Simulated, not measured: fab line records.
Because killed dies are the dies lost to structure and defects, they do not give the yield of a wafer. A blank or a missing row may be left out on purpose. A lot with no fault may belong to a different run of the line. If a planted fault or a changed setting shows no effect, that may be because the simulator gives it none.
Matching of chambers + flow n5 finfet + 4 sister chambers for N5_BEOL_M0_SAQP_ETCH_49 on rie diel-02
The step etches SiO2 in CF4/O2, target depth 37 nm. 4 wafers are shown with their chamber, then 7 later ones without.

## WAFERS, EACH WITH ITS CHAMBER
| wafer  | chamber | drypump motor current A (A) |
|--------|---------|-----------------------------|
| L080.1 | 2       | 5.1                         |
| L090.1 | 1       | 5.5                         |
| L091.1 | 0       | 5.1                         |
| L091.2 | 3       | 6.6                         |

## WAFERS WITH NO CHAMBER GIVEN
| wafer  | drypump motor current A (A) |
|--------|-----------------------------|
| L091.5 | 6.6                         |
| L096.1 | 5.5                         |
| L096.2 | 5.1                         |
| L096.6 | 5.1                         |
| L097.1 | 5.6                         |
| L097.2 | 6.5                         |
| L097.4 | 5.1                         |

## WHICH CHAMBER EACH ONE RAN IN
| wafer  | from the rows above     | in truth |
|--------|-------------------------|----------|
| L091.5 | 3                       | 3        |
| L096.1 | 1                       | 1        |
| L096.2 | can't be placed: 0 or 2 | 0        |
| L096.6 | can't be placed: 0 or 2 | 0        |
| L097.1 | 1                       | 1        |
| L097.2 | 3                       | 3        |
| L097.4 | can't be placed: 0 or 2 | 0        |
Placed correctly: 4 of 7. Can't be placed from these rows: 3 (the true chamber is among the candidates in 3). Number placed wrongly: 0.
How it was worked out, from the rows above alone: a wafer's distance from a chamber is the root of the sum, over the readings, of the square of ((its reading less the chamber's mean) divided by the reading's scatter). The wafer belongs to the nearest chamber; if the next one is less than 2 further off, it can't be placed. For every chamber, the mean is computed from those of its wafers that are shown. The scatter: root of mean squared gap, hidden wafer to nearest shown wafer, with one shown wafer a chamber.
